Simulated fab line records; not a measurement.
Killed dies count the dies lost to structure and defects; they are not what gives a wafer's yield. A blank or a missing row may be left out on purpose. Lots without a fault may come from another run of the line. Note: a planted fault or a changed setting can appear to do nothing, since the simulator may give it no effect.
fab line records ; flow nandHarc ; part 2 of 2: steps 5 to 6 of 6
[record] lots = 22; wafers = 66; lastDay = 33
route steps=1302 shown A_STAIRCASE@812 A_SGD_CUT@904
lots that met no fault: from a run of the same line without faults
startH: hours from the record's first day to the start of the lot's first wafer shown ; waitH: hours since the lot's step before ; " the same as in the row above ; L1.1+2: several wafers, shown together as one row ; - either no value or no given start ; * or withheld: withheld ; < > ~ a bound
route shown NAME@n: names a module that has steps shown in the file, with the first one's number in the route ; usual: mean/standard deviation of fault-free wafers ; same: alike in all rows ; chamber/n: place in a boat ; sites: per-site readings ; _std_site: how widely they spread, as a standard deviation ; _edge_site: mean of outer sites minus mean of inner sites ; radiusMm: how far each site lies from the wafer's centre ; mask NAME#n: copy n ; behind: the most recent tool/chamber to have shaped the wafer ; hold: reason for holding the lot/hours on hold/outcome of the hold ; device: which transistor (n, p or np) failed to switch ; end of line: tests of these same wafers at the route's end ; a step given without rows: its recipe and nothing more ; killed: dies that structure and defects cost at the first sort, which is not the same as the wafer's yield ; map: shows each die of a wafer: x if killed, . if not, _ if none is there
set.NAME: the setting as run; set.NAME@STEP: as run at that earlier step ; model.NAME: the simulator's own value behind a step, which no gauge read
steps of the route over a sample of lots; a table a step, a row a wafer
services: when a tool's chamber went out of use (startH, in hours from the record's first day, below 0 if earlier), for how many hours, and the reason
[[steps]]
[step NHARC_A_SGD_CUT_DESCUM_14]
[recipe] timeS = 3; o2FlowSccm = 200; arFlowSccm = 0; biasPowerW = 0; chemistry = O2
[usual] drypumpMotorCurrentA = 5.7/0.44; mfcArSccm = 0.016/0.016; oesProductAu = 1.001/0.014; rfVppV = 57.8/0.86; showerheadPlenumPTorr = 1.93/0.092; throttleValvePct = 11.311/0.0085
lot.wafer;tool;chamber;startH;waitH;drypumpMotorCurrentA;mfcArSccm;oesProductAu;rfHoursCounterH;rfVppV;showerheadPlenumPTorr;throttleValvePct
L074.4;rieDiel-09;2;457.16;0.1;5.3;0;0.999;10;57.9;1.82;11.306
L074.5;rieDiel-09;3;457.16;0.1;5.4;0;0.998;-;56.9;2.04;11.307
L074.6;rieDiel-09;0;457.16;0.1;5.3;0;1.035;-;57.0;1.85;11.309
L075.4;rieDiel-09;3;460.36;0.1;5.4;0;1.009;10;58.1;2.03;11.315
L075.3;rieDiel-09;2;460.36;0.1;5.3;0;0.992;10;57.0;1.82;11.309
L075.5;rieDiel-09;0;460.36;0.1;5.4;0;1.033;-;58.7;1.85;11.311
L077.1;rieDiel-11;1;463.33;0.1;6.1;0.025;0.990;1;58.1;2.05;11.319
L077.4;rieDiel-11;3;463.33;0.1;6.0;0;0.982;1;56.9;1.88;11.325
L077.5;rieDiel-11;0;463.33;0.1;5.4;0.014;0.993;-;57.4;1.85;11.316
L076.4;rieDiel-06;3;466.10;0.1;6.1;0.024;0.988;6;57.7;1.80;11.303
L076.3;rieDiel-06;0;466.10;0.1;5.6;0.041;0.980;8;57.8;1.86;11.314
L076.5;rieDiel-06;3;466.10;0.1;6.1;0.024;0.995;-;56.6;1.80;11.297
L078.4;rieDiel-11;1;472.76;0.1;6.1;0.025;0.988;2;59.2;2.05;11.292
L078.3;rieDiel-11;3;472.76;0.1;5.9;0;0.993;2;57.8;1.88;11.297
L078.2;rieDiel-11;0;472.76;0.1;5.4;0.014;1.000;2;59.4;1.85;11.314
L079.4;rieDiel-06;2;472.96;0.1;6.4;0.040;1.013;8;57.3;1.97;11.319
L079.1;rieDiel-06;0;472.96;0.1;5.6;0.041;0.975;9;57.9;1.86;11.309
L079.5;rieDiel-06;2;472.96;0.1;6.4;0.040;1.009;-;58.2;1.97;11.321
L080.1;rieDiel-06;2;500.98;0.1;6.4;0.040;1.017;0;57.9;1.97;11.321
L080.3;rieDiel-06;1;500.98;0.1;5.7;0.036;1.007;0;58.5;2.00;11.308
L080.6;rieDiel-06;2;500.98;0.1;6.4;0.040;1.023;-;56.9;1.97;11.309
L083.1;rieDiel-09;2;517.60;0.1;5.3;0;1.003;0;57.5;1.82;11.305
L083.2;rieDiel-09;3;517.60;0.1;5.5;0;1.004;0;58.4;2.03;11.306
L083.6;rieDiel-09;1;517.60;0.1;4.9;0;0.981;-;58.8;2.03;11.328
L082.1;rieDiel-11;0;517.83;0.1;5.3;0.014;1.007;6;58.1;1.85;11.308
L082.2;rieDiel-11;1;517.83;0.1;6.1;0.025;0.984;6;58.6;2.04;11.322
L082.5;rieDiel-11;3;517.83;0.1;6.0;0;0.987;-;57.4;1.88;11.313
L084.4;rieDiel-06;0;537.87;0.1;5.6;0.041;0.983;1;58.2;1.86;11.312
L084.3;rieDiel-06;1;537.87;0.1;5.7;0.036;1.028;2;57.9;2.00;11.324
L084.5;rieDiel-06;2;537.87;0.1;6.4;0.040;1.016;-;58.9;1.97;11.307
L085.4;rieDiel-09;2;545.68;0.1;5.3;0;1.006;3;56.6;1.82;11.314
L085.1;rieDiel-09;0;545.68;0.1;5.3;0;1.026;3;56.6;1.85;11.337
L085.6;rieDiel-09;1;545.68;0.1;4.9;0;1.001;-;58.7;2.03;11.313
L086.1;rieDiel-06;2;546.46;0.1;6.3;0.040;1.012;2;57.4;1.97;11.300
L086.2;rieDiel-06;0;546.46;0.1;5.6;0.041;0.991;2;57.5;1.86;11.301
L086.5;rieDiel-06;3;546.46;0.1;6.0;0.024;1.011;-;57.3;1.80;11.318
L089.1;rieDiel-06;3;572.80;0.1;6.0;0.024;1.015;3;57.8;1.79;11.324
L089.4;rieDiel-06;1;572.80;0.1;5.7;0.036;1.041;4;58.4;2.00;11.310
L089.5;rieDiel-06;0;572.80;0.1;5.6;0.041;0.980;-;57.9;1.86;11.314
L088.2;rieDiel-11;1;572.95;0.1;6.1;0.025;0.979;9;57.2;2.04;11.321
L088.4;rieDiel-11;2;572.95;0.1;6.0;0.017;0.995;9;57.1;2.01;11.307
L088.6;rieDiel-11;2;572.95;0.1;6.0;0.017;0.992;-;57.2;2.01;11.319
L087.3;rieDiel-11;2;573.01;0.1;6.1;0.017;0.988;9;56.5;2.01;11.318
L087.4;rieDiel-11;0;573.01;0.1;5.4;0.014;1.010;8;57.1;1.85;11.306
L087.5;rieDiel-11;2;573.01;0.1;6.1;0.017;0.992;-;57.3;2.01;11.304
L091.2;rieDiel-06;0;602.39;0.1;5.6;0.041;0.981;4;57.0;1.86;11.308
L091.4;rieDiel-06;3;602.39;0.1;6.1;0.024;0.999;4;56.4;1.79;11.307
L091.6;rieDiel-06;0;602.39;0.1;5.6;0.041;0.976;-;58.7;1.86;11.322
L090.4;rieDiel-09;1;602.67;0.1;4.9;0;0.991;8;58.3;2.02;11.300
L090.1;rieDiel-09;3;602.67;0.1;5.4;0;1.018;8;58.9;2.03;11.296
L090.5;rieDiel-09;1;602.67;0.1;4.9;0;0.985;-;58.7;2.02;11.311
L092.4;rieDiel-11;1;602.82;0.1;6.1;0.025;0.986;11;58.4;2.04;11.315
L092.1;rieDiel-11;0;602.82;0.1;5.4;0.014;1.019;11;57.3;1.85;11.304
L092.6;rieDiel-11;2;602.82;0.1;6.1;0.017;0.991;-;58.0;2.01;11.307
L094.2;rieDiel-09;1;637.41;0.1;4.9;0;0.988;11;58.7;2.02;11.322
L094.1;rieDiel-09;3;637.41;0.1;5.4;0;1.011;11;58.3;2.03;11.310
L094.5;rieDiel-09;0;637.41;0.1;5.3;0;1.009;-;58.5;1.85;11.319
L096.2;rieDiel-06;0;658.56;0.1;5.6;0.041;0.994;7;57.4;1.86;11.313
L096.3;rieDiel-06;1;658.56;0.1;5.7;0.036;1.009;8;56.7;2.00;11.299
L096.5;rieDiel-06;3;658.56;0.1;6.1;0.024;1.005;-;55.0;1.79;11.295
L095.2;rieDiel-09;3;658.88;0.1;5.4;0;1.014;14;58.1;2.03;11.304
L095.3;rieDiel-09;1;658.88;0.1;4.9;0;0.982;14;58.1;2.02;11.312
L095.4;rieDiel-09;2;658.88;0.1;5.3;0;1.007;14;57.4;1.81;11.330
L097.1;rieDiel-09;2;665.17;0.1;5.3;0;1.002;15;57.4;1.81;11.310
L097.2;rieDiel-09;0;665.17;0.1;5.3;0;1.005;15;55.7;1.85;11.321
L097.3;rieDiel-09;1;665.17;0.1;4.9;0;0.979;15;57.0;2.02;11.315
[step NHARC_A_SGD_CUT_STRIP_28]
[recipe] timeS = 20; o2FlowSccm = 500; arFlowSccm = 0; biasW = 0; chemistry = O2
[usual] drypumpMotorCurrentA = 5.7/0.39; mfcArSccm = 0.018/0.016; oesProductAu = 0.999/0.015; rfVppV = 57.8/0.95; showerheadPlenumPTorr = 3.55/0.15; throttleValvePct = 17.036/0.0089
lot.wafer;tool;chamber;startH;waitH;drypumpMotorCurrentA;mfcArSccm;oesProductAu;rfHoursCounterH;rfVppV;showerheadPlenumPTorr;throttleValvePct
L074.4;rieDiel-06;3;-;-;6.0;0.024;0.995;6;57.2;3.33;17.038
L074.5;rieDiel-06;0;-;-;5.6;0.041;0.987;-;57.7;3.44;17.023
L074.6;rieDiel-06;1;-;-;5.8;0.036;1.015;-;58.9;3.67;17.039
L075.3;rieDiel-09;2;-;-;5.3;0;0.988;11;55.8;3.37;17.044
L075.4;rieDiel-09;0;-;-;5.3;0;1.022;11;56.5;3.42;17.037
L075.5;rieDiel-09;3;-;-;5.4;0;0.991;-;58.5;3.74;17.027
L077.4;rieDiel-11;2;-;-;6.1;0.017;0.996;2;57.4;3.70;17.032
L077.1;rieDiel-11;0;-;-;5.4;0.014;0.993;2;56.6;3.42;17.033
L077.5;rieDiel-11;2;-;-;6.1;0.017;1.001;-;58.4;3.70;17.039
L076.4;rieDiel-09;2;-;-;5.3;0;0.995;11;56.8;3.37;17.038
L076.3;rieDiel-09;3;-;-;5.4;0;1.001;11;58.5;3.74;17.031
L076.5;rieDiel-09;2;-;-;5.3;0;0.991;-;57.0;3.37;17.036
L078.2;rieDiel-09;3;-;-;5.5;0;1.002;12;60.0;3.74;17.033
L078.3;rieDiel-09;1;-;-;4.9;0;0.975;12;58.3;3.72;17.028
L078.4;rieDiel-09;2;-;-;5.3;0;0.976;11;57.8;3.37;17.044
L079.4;rieDiel-11;2;-;-;6.1;0.017;1.001;2;58.8;3.70;17.045
L079.1;rieDiel-11;0;-;-;5.4;0.014;0.999;3;56.9;3.42;17.031
L079.5;rieDiel-11;1;-;-;6.1;0.025;0.994;-;57.5;3.76;17.060
L080.1;rieDiel-11;3;-;-;6.0;0;0.980;5;56.4;3.47;17.034
L080.3;rieDiel-11;2;-;-;6.1;0.017;0.997;5;57.5;3.70;17.030
L080.6;rieDiel-11;3;-;-;6.0;0;0.984;-;57.7;3.48;17.043
L082.1;rieDiel-06;3;-;-;6.1;0.024;1.002;2;58.3;3.32;17.036
L082.2;rieDiel-06;1;-;-;5.7;0.036;1.016;1;58.2;3.67;17.043
L082.5;rieDiel-06;0;-;-;5.6;0.041;0.984;-;56.3;3.44;17.043
L083.2;rieDiel-11;1;-;-;6.1;0.025;0.981;6;58.4;3.75;17.043
L083.1;rieDiel-11;2;-;-;6.1;0.017;0.982;6;59.8;3.69;17.040
L083.6;rieDiel-11;0;-;-;5.3;0.014;1.005;-;59.0;3.41;17.039
L084.3;rieDiel-11;3;-;-;6.0;0;0.991;7;57.6;3.47;17.041
L084.4;rieDiel-11;1;-;-;6.1;0.025;0.977;7;58.7;3.75;17.026
L084.5;rieDiel-11;3;-;-;6.0;0;0.983;-;57.9;3.47;17.040
L086.2;rieDiel-06;1;552.46;0.1;5.7;0.036;1.019;2;58.4;3.67;17.033
L086.1;rieDiel-06;2;552.46;0.1;6.4;0.040;1.013;2;57.7;3.62;17.031
L086.5;rieDiel-06;1;552.46;0.1;5.7;0.036;1.017;-;58.7;3.67;17.021
L085.4;rieDiel-11;0;-;-;5.3;0.014;1.013;7;56.2;3.41;17.045
L085.1;rieDiel-11;2;-;-;6.1;0.017;0.983;8;59.1;3.69;17.036
L085.6;rieDiel-11;1;-;-;6.1;0.025;0.984;-;58.9;3.75;17.019
L089.1;rieDiel-06;3;-;-;6.1;0.024;1.000;3;57.2;3.32;17.025
L089.4;rieDiel-06;0;-;-;5.6;0.041;0.973;3;56.1;3.44;17.038
L089.5;rieDiel-06;1;-;-;5.7;0.036;1.026;-;57.4;3.67;17.042
L088.2;rieDiel-11;0;-;-;5.4;0.014;1.017;9;57.7;3.41;17.045
L088.4;rieDiel-11;2;-;-;6.1;0.017;0.982;9;56.9;3.69;17.038
L088.6;rieDiel-11;0;-;-;5.4;0.014;1.008;-;58.8;3.41;17.056
L087.3;rieDiel-09;0;-;-;5.3;0;1.008;6;57.1;3.42;17.041
L087.4;rieDiel-09;3;-;-;5.5;0;1.020;6;57.0;3.73;17.043
L087.5;rieDiel-09;0;-;-;5.3;0;1.016;-;57.9;3.42;17.031
L091.2;rieDiel-11;1;-;-;6.1;0.025;0.979;11;57.5;3.75;17.041
L091.4;rieDiel-11;0;-;-;5.4;0.014;1.014;11;57.1;3.41;17.034
L091.6;rieDiel-11;1;-;-;6.1;0.025;0.986;-;59.2;3.75;17.032
L092.4;rieDiel-06;1;-;-;5.7;0.036;1.023;6;58.4;3.67;17.046
L092.1;rieDiel-06;2;-;-;6.4;0.040;1.002;5;58.5;3.62;17.037
L092.6;rieDiel-06;0;-;-;5.6;0.041;0.993;-;56.6;3.44;17.052
L090.1;rieDiel-09;3;-;-;5.4;0;1.033;8;59.2;3.73;17.029
L090.4;rieDiel-09;0;-;-;5.3;0;1.018;8;55.9;3.42;17.013
L090.5;rieDiel-09;3;-;-;5.4;0;1.028;-;58.3;3.73;17.046
L094.2;rieDiel-06;3;-;-;6.1;0.024;1.017;6;57.0;3.32;17.039
L094.1;rieDiel-06;0;-;-;5.6;0.041;0.996;6;59.1;3.44;17.040
L094.5;rieDiel-06;3;-;-;6.1;0.024;1.017;-;57.1;3.32;17.052
L095.2;rieDiel-09;0;-;-;5.4;0;1.006;15;57.8;3.41;17.033
L095.4;rieDiel-09;2;-;-;5.3;0;1.017;15;57.0;3.36;17.029
L095.3;rieDiel-09;3;-;-;5.4;0;1.019;15;59.1;3.73;17.052
L096.2;rieDiel-11;3;-;-;6.0;0;0.991;3;58.0;3.47;17.026
L096.3;rieDiel-11;2;-;-;6.1;0.017;0.989;3;58.5;3.69;17.052
L096.5;rieDiel-11;3;-;-;6.0;0;0.987;-;56.8;3.47;17.028
L097.3;rieDiel-11;0;-;-;5.4;0.014;1.012;3;57.9;3.41;17.041
L097.2;rieDiel-11;2;-;-;6.1;0.017;0.992;3;59.7;3.69;17.048
L097.1;rieDiel-11;3;-;-;6.0;0;0.993;4;58.7;3.47;17.037
[[services]]
tool;chamber;startH;hours;kind
rieDiel-04;3;381.58;7.2;repair
rieDiel-06;3;387.75;16.6;repair
rieDiel-06;3;404.79;15.0;repair
rieDiel-10;-;419.56;9.0;pm
rieDiel-11;-;432.53;9.0;pm
rieDiel-06;3;473.13;19.1;repair
rieDiel-06;-;484.20;9.0;pm
rieDiel-09;-;497.40;9.0;pm
rieDiel-11;-;512.00;0.6;repair
rieDiel-13;-;521.84;9.0;pm
rieDiel-04;-;531.98;9.0;pm
rieDiel-06;2;546.52;5.6;repair
rieDiel-06;3;548.80;16.2;repair
rieDiel-06;0;554.60;14.6;repair
rieDiel-10;1;556.92;5.6;repair
rieDiel-11;-;581.78;0.6;repair
rieDiel-11;2;584.17;9.8;repair
rieDiel-10;-;597.39;9.0;pm
rieDiel-11;-;609.53;9.0;pm
rieDiel-10;0;613.72;37.9;repair
rieDiel-06;-;661.21;9.0;pm
rieDiel-04;-;666.79;1.2;repair
rieDiel-10;-;669.41;0.3;repair
rieDiel-09;-;674.40;9.0;pm
